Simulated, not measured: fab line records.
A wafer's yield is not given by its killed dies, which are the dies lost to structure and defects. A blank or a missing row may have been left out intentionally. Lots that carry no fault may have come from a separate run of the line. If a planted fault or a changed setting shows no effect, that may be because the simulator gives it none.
The tool behind it: which one? | flow nand-harc | 6 lots (18 wafers sampled), 1 step of a 1302-step route

WHAT THE GAUGES SHOWED, per wafer
NHARC_P_START_INSPECT_01.
lot  | measured     | on                | raw-defect-count
L602 | day 3 12:02  | defect-inspect-01 | 2 2 4
L604 | day 4 08:02  | defect-inspect-01 | 2 5 5
L606 | day 5 04:02  | defect-inspect-01 | 5 3 5
L612 | day 7 16:02  | defect-inspect-02 | 2 4 3
L616 | day 9 08:02  | defect-inspect-01 | 4 1 1
L619 | day 10 14:03 | defect-inspect-01 | 1 1 4

WHAT TOOL EACH LOT RAN ON (gives the tool, then ch and the chambers of the sampled wafers, and finally the start)
The record holds no process step before these readings.

THE ANSWER, worked out from the rows above alone
Rule: usual is defined by the lots themselves. Put in order of their means at a reading, lots are off if they are a third of the lots or fewer, leave a main group of 4 or more, and stand apart from it by a gap of 3 or more times the standard deviation of the main group's means; of several such gaps the widest counts. A main group is skipped when, at the precision printed for the reading in the tables above, its means are all equal. A lot without any number at a reading at which 4 lots or more have one is off too. Any other lot the step has rows for is counted as sound.
Nothing can be told from this: no lot is off at any reading shown.

WHAT WAS PUT IN BY THE SIMULATOR
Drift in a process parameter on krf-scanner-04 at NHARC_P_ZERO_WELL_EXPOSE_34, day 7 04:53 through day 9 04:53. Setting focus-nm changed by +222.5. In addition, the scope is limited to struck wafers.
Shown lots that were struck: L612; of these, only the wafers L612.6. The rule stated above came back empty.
